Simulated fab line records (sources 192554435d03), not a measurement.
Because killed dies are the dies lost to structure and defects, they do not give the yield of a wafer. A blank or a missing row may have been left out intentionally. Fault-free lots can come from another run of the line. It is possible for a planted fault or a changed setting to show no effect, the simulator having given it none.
Lot-split experiment ; flow n5Finfet ; 21 wafers read from 7 lots, route of 1938 steps

SPLIT DETAILS
At N5_DUMMY_GATE_EXPOSE_12 (exposes mask GATE, target cd 25 nm), the setting doseMj was moved away from the recipe's 34 on 5 of the 21 wafers read, by -5.1% to +6.1%. All remaining wafers had this setting at the recipe value.

FROM THE SPLIT TO THE READING: what the file shows between them, 2 steps
- N5_DUMMY_GATE_PEB_13: peb time 60 s
- N5_DUMMY_GATE_DEVELOP_14: develop time 30 s

THE READING
cdNm, in nm, at N5_DUMMY_GATE_CD_MEAS_15 (target cd 25.8 nm). Typical for fault-free wafers on this fab line: 24.92 nm, with standard deviation 0.26 nm.

wafer;tool, chamber at the split;doseMj as run;against the recipe;cdNm, nm;against lot-mates on the recipe
L074.2;euvScanner-01, 0;34;recipe;25.40;-
L074.4;euvScanner-01, 0;34;recipe;25.27;-
L074.5;euvScanner-01, 0;34;recipe;24.96;-
L080.2;euvScanner-01, 0;34;recipe;25.16;-
L080.3;euvScanner-01, 0;36.07;+6.1%;23.63;-1.53
L080.6;euvScanner-01, 0;36.07;+6.1%;23.81;-1.35
L083.2;euvScanner-01, 0;34;recipe;24.75;-
L083.5;euvScanner-01, 0;34;recipe;24.94;-
L083.6;euvScanner-01, 0;34;recipe;25.03;-
L084.1;euvScanner-02, 0;34;recipe;24.70;-
L084.2;euvScanner-02, 0;34;recipe;24.60;-
L084.3;euvScanner-02, 0;34;recipe;24.65;-
L087.2;euvScanner-02, 0;34;recipe;24.67;-
L087.4;euvScanner-02, 0;34;recipe;25.00;-
L087.5;euvScanner-02, 0;34;recipe;24.64;-
L092.2;euvScanner-01, 0;32.85;-3.4%;25.48;+0.07
L092.4;euvScanner-01, 0;34;recipe;25.39;-
L092.6;euvScanner-01, 0;34;recipe;25.43;-
L094.1;euvScanner-02, 0;32.26;-5.1%;25.43;+0.65
L094.4;euvScanner-02, 0;32.26;-5.1%;25.85;+1.07
L094.5;euvScanner-02, 0;34;recipe;24.78;-

FIT RESULTS
A straight line over all 21 wafers: cdNm changes by -0.173 nm for each +1% of doseMj; r = -0.85; the points scatter about the line by 0.28 nm.
The same after taking each lot's own level away (the mean of its wafers on the recipe; 21 wafers): -0.193 nm for each +1%; r = -0.93; scatter 0.2 nm.
On that fit, the largest move of doseMj shifts the reading by 1.2 nm.
From 24.650 to 25.410 nm: that is the span of the lots' own levels, equal to 2.9 times the standard deviation above.
Hence the slope depends on the lot-to-lot level, as the two fits are not the same.
Check: -1.1 nm against its lot-mates is what the line predicts for one of the wafers moved furthest among these (+6.1%) when that wafer is left out of the fit. It came out at -1.53 nm against them.

THESE WAFERS: OTHER SPLITS
Note: prior to the reading, these wafers also went through further splits. Each is held against what the fit with the lots' levels taken away leaves over:
other split on the same wafers;wafers away from the commonest value;r with cdNm (lot level and that fit taken away)
N5_WELL_APT_PEB_06 pebTimeS;8;-0.01
N5_WELL_APT_COAT_19 spinRpm;6;-0.20
N5_PMOS_HMC_CHANNEL_EPI_ETCH_32 biasW;5;-0.15
N5_FIN_SAQP_EXPOSE_13 doseMj;3;-0.49
N5_DUMMY_GATE_COAT_28 spinRpm;9;+0.12

FILE'S OWN FIT
cdNm changes by -0.179 nm for each +1% of doseMj, r = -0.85.
